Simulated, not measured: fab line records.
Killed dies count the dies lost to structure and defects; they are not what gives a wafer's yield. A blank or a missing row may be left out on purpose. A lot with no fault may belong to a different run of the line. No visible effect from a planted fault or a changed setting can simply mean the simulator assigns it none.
Which tool did it? -- flow n5_finfet -- Sampling: 12 lots, 36 wafers, 3 of 1938 route steps

WHAT EACH GAUGE READ, for each wafer
N5_GATE_CUT_INSPECT_15: inspects for defects (brightfield).
lot,measured,on,raw_defect_count
L075,day 4 18:43,defect_inspect-01,111 220 158
L077,day 5 07:31,defect_inspect-01,87 98 169
L079,day 5 19:27,defect_inspect-02,113 122 93
L081,day 6 04:38,defect_inspect-02,179 238 113
L083,day 6 19:37,defect_inspect-01,140 126 200
L086,day 7 13:01,defect_inspect-01,110 111 71
L087,day 7 20:55,defect_inspect-02,220 163 148
L088,day 8 08:12,defect_inspect-01,133 62 52
L091,day 8 22:02,defect_inspect-01,114 123 115
L093,day 9 09:23,defect_inspect-01,116 129 215
L095,day 9 19:42,defect_inspect-02,152 105 164
L097,day 11 01:20,defect_inspect-02,67 81 85

TOOL THAT RAN EACH LOT (tool first, then ch and the chambers of the sampled wafers, then the start)
lot,N5_HKMG_FIN_STRIP_89,N5_GATE_CUT_PECVD_57
L075,"rie_diel-04 ch 0,1,2, day 4 11:58","pecvd-02 ch 0,1,2, day 4 17:53"
L077,"rie_diel-03 ch 1,2, day 5 00:03","pecvd-03 ch 1, day 5 06:29"
L079,"rie_diel-04 ch 0,2,3, day 5 12:16","pecvd-03 ch 1,2, day 5 18:29"
L081,"rie_diel-01 ch 0,1, day 5 21:58","pecvd-03 ch 0,1,2, day 6 03:48"
L083,"rie_diel-04 ch 1,2,3, day 6 12:46","pecvd-03 ch 0,1,2, day 6 18:37"
L086,"rie_diel-01 ch 0,1,3, day 7 06:05","pecvd-02 ch 0,1, day 7 12:04"
L087,"rie_diel-03 ch 0,1,3, day 7 14:08","pecvd-03 ch 0,1,2, day 7 20:07"
L088,"rie_diel-04 ch 0,1,2, day 8 01:32","pecvd-02 ch 0,1,2, day 8 07:22"
L091,"rie_diel-04 ch 0,1,2, day 8 13:53","pecvd-02 ch 0,2, day 8 21:13"
L093,"rie_diel-03 ch 0,1,2, day 9 02:27","pecvd-04 ch 0,1, day 9 08:26"
L095,"rie_diel-03 ch 0,1,2, day 9 12:43","pecvd-04 ch 0,2, day 9 18:52"
L097,"rie_diel-03 ch 0,1,2, day 10 18:17","pecvd-02 ch 1,2, day 11 00:31"
- N5_HKMG_FIN_STRIP_89: strips SOC in N2/H2, time 20 s.
- N5_GATE_CUT_PECVD_57: deposits SiNx from SiH4/NH3/N2, target thk 21 nm.

THE ANSWER, worked out from the rows above alone
Rule: the lots themselves supply what counts as usual. Put in order of their means at a reading, lots are off if they are a third of the lots or fewer, leave a main group of 4 or more, and stand apart from it by a gap of 3 or more times the standard deviation of the main group's means; of several such gaps the widest counts. If all means in a main group match to the digits the tables above print for the reading, that group is not used. Also off: a lot with no number at a reading for which 4 or more lots have one. The other lots that the step has rows for count as sound.
No lot is off at any reading shown: from this, nothing can be told.

WHAT HAD BEEN PUT IN BY THE SIMULATOR
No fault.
